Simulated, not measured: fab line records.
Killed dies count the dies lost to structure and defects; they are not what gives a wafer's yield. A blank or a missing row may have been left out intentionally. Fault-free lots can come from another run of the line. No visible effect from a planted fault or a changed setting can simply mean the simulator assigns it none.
Split-lot experiment	flow n5_finfet	7 lots, 21 wafers read, on a route of 1938 steps

## ON THE SPLIT
At N5_PASSIVATION_AL_DEP_21 (deposits Al, target thk 2800 nm, time 170 s), the setting time_s was moved away from the recipe's 170 s on 4 of the 21 wafers read, by -13.4% to +8.6%. All remaining wafers had this setting at the recipe value.

The split's own step is where the reading is taken.

## THE READING
Al_of_PASSIVATION_AL_DEP_21.thk_nm (the simulator's own value, which no gauge read), in nm, at N5_PASSIVATION_AL_DEP_21 (deposits Al, target thk 2800 nm, time 170 s). No usual value for it is given in the file. Average 2801 nm, standard deviation 33 nm, over the 17 wafers here run with the recipe.

wafer	tool, chamber at the split	time_s as run, s	against the recipe	Al_of_PASSIVATION_AL_DEP_21.thk_nm, nm	against lot-mates on the recipe
L076.2	pvd_sputter-01, -	147.3	-13.4%	2430	-364
L076.3	pvd_sputter-01, -	147.3	-13.4%	2396	-398
L076.4	pvd_sputter-01, -	170	recipe	2794	-
L081.1	pvd_sputter-01, -	170	recipe	2815	-
L081.4	pvd_sputter-01, -	170	recipe	2814	-
L081.5	pvd_sputter-01, -	170	recipe	2805	-
L083.1	pvd_sputter-03, -	170	recipe	2743	-
L083.2	pvd_sputter-03, -	170	recipe	2782	-
L083.5	pvd_sputter-03, -	170	recipe	2744	-
L091.1	pvd_sputter-01, -	170	recipe	2820	-
L091.3	pvd_sputter-01, -	170	recipe	2843	-
L091.6	pvd_sputter-01, -	170	recipe	2833	-
L090.4	pvd_sputter-02, -	170	recipe	2809	-
L090.5	pvd_sputter-02, -	184.6	+8.6%	3048	+214
L090.6	pvd_sputter-02, -	170	recipe	2859	-
L093.1	pvd_sputter-01, -	170	recipe	2752	-
L093.3	pvd_sputter-01, -	170	recipe	2787	-
L093.6	pvd_sputter-01, -	170	recipe	2778	-
L095.1	pvd_sputter-02, -	170	recipe	2841	-
L095.5	pvd_sputter-02, -	147.9	-13.0%	2510	-308
L095.6	pvd_sputter-02, -	170	recipe	2794	-

THE FIT
A straight line over all 21 wafers: Al_of_PASSIVATION_AL_DEP_21.thk_nm changes by +27.2 nm for each +1% of time_s; r = +0.97; the points scatter about the line by 36 nm.
The same after taking each lot's own level away (the mean of its wafers on the recipe; 21 wafers): +26.6 nm for each +1%; r = +0.99; scatter 20 nm.
According to that fit, moving time_s by its largest amount changes the reading by 3.6e+02 nm.
The lots' own levels span 2756.3 to 2834.0 nm, that is 2.3 times the standard deviation above.
The two slopes agree, so the slope changes little with the lot-to-lot level.
Check: with one of the wafers moved furthest among these (-13.4%) left out of the fit, the line predicts -354 nm for it against its lot-mates. It came out at -364 nm against them.

## THE FILE'S OWN FIT
Al_of_PASSIVATION_AL_DEP_21.thk_nm changes by +26 nm for each +1% of time_s, r = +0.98.
